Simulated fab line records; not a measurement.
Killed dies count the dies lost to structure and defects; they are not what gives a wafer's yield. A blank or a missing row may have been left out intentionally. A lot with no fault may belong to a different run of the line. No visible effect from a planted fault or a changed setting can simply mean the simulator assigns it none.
A lot that was struck, set against a sound lot -- flow n5Finfet -- 15 steps out of a route of 1938
Sound: wafers L950.1, L950.4, L950.6. Wafers L957.3, L957.4, L957.5 were the ones struck. Last of all comes the cause.
Per side, at each step with rows, come the tool, then ch with its chambers, and then its first start. Under that, the readings that differ: sound wafers -- struck wafers -- difference of the means -- sigmas: that difference in standard deviations of wafers without a fault.
alike: readings whose means differ by less than 2 such deviations, and words and numbers that are the same on both sides. not compared: withheld readings, readings that some wafer has no value for, bounds like >300 that may hide the same value, and numbers for which the record gives no deviation and whose values overlap.
Wherever a step has rows on one side only, a row that says differs or no value, or a row with sigmas, the two part there. Non-overlapping numbers with no deviation appear without sigmas and do not part them. Lack of a reading on every wafer of one side parts them only where that side has two or more wafers.

N5_MOL_CONTACT_COAG_ETCH_48: etches SiOC in C4F6/O2, target depth 15 nm, overetch 4.5 nm, time 17 s.
  sound on rieDiel-06 ch 2,3, day 5 14:12; struck on rieDiel-06 ch 1,2, day 7 10:32
  alike: C4F6_flow_sccm, drypumpMotorCurrentA, oesProductAu, rfVppV, showerheadPlenumPTorr, throttleValvePct
  not compared: rfHoursCounterH
N5_MOL_CONTACT_COAG_STRIP_72: strips in N2/H2.
  sound on rieDiel-06 ch 2,3, day 5 14:16; struck on rieDiel-06 ch 1,2, day 7 10:35
  alike: drypumpMotorCurrentA, oesProductAu, rfVppV, showerheadPlenumPTorr, throttleValvePct
  not compared: rfHoursCounterH
N5_MOL_CONTACT_COAG_STRIP_49: strips in N2/H2, time 30 s.
  sound on plasmaAsher-02 ch 1, day 5 14:23; struck on plasmaAsher-02 ch 0,1, day 7 10:41
  alike: drypumpMotorCurrentA, heaterPowerW
  not compared: rfHoursCounterH
then, 2 steps without rows for these wafers: N5_MOL_CONTACT_COAG_PRECLEAN_138 (cleans in alkaline clean, time 60 s); N5_MOL_CONTACT_COAG_SRD_139 (time 30 s).
N5_MOL_CONTACT_COAG_CD_MEAS_101 targets a cd of 16 nm.
  sound: cdSem-01 at day 5 14:33; struck: cdSem-02 at day 7 10:49
  alike: cdNm
after that, 1 step had no rows for these wafers: N5_MOL_CONTACT_COAG_PRE_CLEAN_121.
N5_MOL_CONTACT_COAG_CVD_140: deposits W, target thk 66.5 nm, time 215 s.
  sound on cvdW-02 ch 0, day 5 14:41; struck on cvdW-02 ch 0,1, day 7 11:02
  alike: heaterPowerW
then, 2 steps without rows for these wafers: N5_MOL_CONTACT_COAG_PRECLEAN_127 (cleans in DIW, time 57.5 s); N5_MOL_CONTACT_COAG_SRD_128 (dry time 32 s).
N5_MOL_CONTACT_COAG_CMP_52: polishes, stops on SiO2, t overpolish 1.5 s, target thk 66.5 nm.
  sound on cmp-04 ch 1,2, day 5 15:00; struck on cmp-02 ch 0,2,3, day 7 11:16
  alike: motorCurrentA, overpolishRunS, timeToEndpointS
N5_MOL_CONTACT_COAG_THK_MEAS_53:
  sound: filmMetro-01 at day 5 15:17; struck: filmMetro-01 at day 7 11:34
  alike: VIA_MOL_THK
N5_MOL_CONTACT_COAG_ANNEAL_112: time 1800 s.
  sound on hpAnneal-01 ch 0, day 5 15:19; struck on hpAnneal-01 ch 0, day 7 11:35
reading,sound,struck,difference,sigmas
spikeTcBottomC (C),424.4 423.6 425.5,412.7 412.4 411.3,-12.4,-11
spikeTcCentreC (C),400.8 402.4 399.2,387.5 385.9 387.5,-13.8,-15
spikeTcLowerC (C),399.6 400.3 400.4,389.2 388.8 387.0,-11.8,-13
spikeTcTopC (C),426.5 427.0 425.1,415.5 413.8 415.3,-11.3,-11
spikeTcUpperC (C),399.6 398.0 398.9,387.2 387.5 390.6,-10.4,-11
wafer_temp_C_max,401.8 402.0 402.0,391.3 390.5 391.3,-10.9,-25
zonePowerBottomPct (%),14.92 14.77 14.74,14.12 14.20 14.20,-0.64,-4
zonePowerCentrePct (%),8.89 8.96 8.99,8.67 8.69 8.71,-0.26,-3
zonePowerLowerPct (%),8.28 8.29 8.19,7.98 7.93 7.95,-0.30,-4
zonePowerTopPct (%),20.54 20.78 21.05,19.90 19.67 20.16,-0.88,-4
zonePowerUpperPct (%),9.95 9.80 9.73,9.45 9.31 9.34,-0.46,-5
N5_MOL_CONTACT_COAG_INSPECT_97: inspects for defects (darkfield).
  sound: defectInspect-01 at day 5 18:21; struck: defectInspect-01 at day 7 14:39
  alike: rawDefectCount
-- record jumps: 4 days separate the struck wafers' starts on either side; left off in module MOL_CONTACT_COAG, taken up again in module BEOL_M4, whose first shown step is the route's number 1111 --
N5_BEOL_M4_RC_MEAS_101:
  sound on prober-02 ch 0, day 9 11:40; struck on prober-01 ch 0, day 11 06:15
  alike: DIBL_N, DIBL_P, IOFF_N, IOFF_P, ION_N, ION_P, SS_N, SS_P, VT_N, VT_P

== WHERE THEY PART ==
N5_MOL_CONTACT_COAG_ANNEAL_112 only, going by this record. Later steps at which nothing parts them and some readings are alike: N5_MOL_CONTACT_COAG_INSPECT_97, N5_BEOL_M4_RC_MEAS_101.

WHY: what the simulator had put in
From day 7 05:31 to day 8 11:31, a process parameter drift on hpAnneal-01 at N5_MOL_CONTACT_COAG_ANNEAL_112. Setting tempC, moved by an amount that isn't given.
